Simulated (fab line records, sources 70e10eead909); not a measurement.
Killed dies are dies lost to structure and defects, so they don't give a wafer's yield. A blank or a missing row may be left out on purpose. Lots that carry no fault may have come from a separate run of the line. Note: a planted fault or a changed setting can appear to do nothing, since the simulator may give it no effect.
Chamber matching | flow nand-harc | NHARC_A_STAIRCASE_DEP_417 on pecvd-03: 3 sister chambers
The step deposits Si3N4, target thk 60 nm. 3 wafers are shown with their chamber, then 10 later ones without.

EACH WAFER AND ITS CHAMBER
wafer  | chamber | heater-power-w (W)
L093.6 | 1       | 766
L096.2 | 0       | 523
L096.3 | 2       | 764

WAFERS WHOSE CHAMBER IS MISSING
wafer  | heater-power-w (W)
L096.4 | 788
L096.1 | 733
L096.5 | 759
L096.6 | 545
L097.2 | 577
L097.3 | 702
L097.6 | 595
L097.1 | 641
L097.4 | 700
L097.5 | 626

WHICH CHAMBER EACH WENT THROUGH
wafer  | from the rows above          | in truth
L096.4 | can't be placed: 1 or 2      | 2
L096.1 | can't be placed: 2 or 1      | 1
L096.5 | can't be placed: 2 or 1      | 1
L096.6 | 0                            | 0
L097.2 | 0                            | 0
L097.3 | can't be placed: 2 or 1 or 0 | 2
L097.6 | can't be placed: 0 or 2 or 1 | 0
L097.1 | can't be placed: 0 or 2 or 1 | 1
L097.4 | can't be placed: 2 or 1 or 0 | 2
L097.5 | can't be placed: 0 or 2 or 1 | 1
2 of 10 placed correctly. From these rows, 8 cannot be placed; in 8 the true chamber is one of the candidates. Wrongly placed: 0.
How it was worked out, from the rows above alone: a wafer's distance from a chamber is the root of the sum, over the readings, of the square of ((its reading less the chamber's mean) divided by the reading's scatter). If the next closest chamber is less than 2 further off than the closest, the wafer can't be placed; otherwise it belongs to the closest. Each chamber's mean is taken over the wafers shown for it. The scatter (one wafer shown for each chamber): square how far every hidden wafer sits from the nearest shown wafer, average those squares and take the square root.
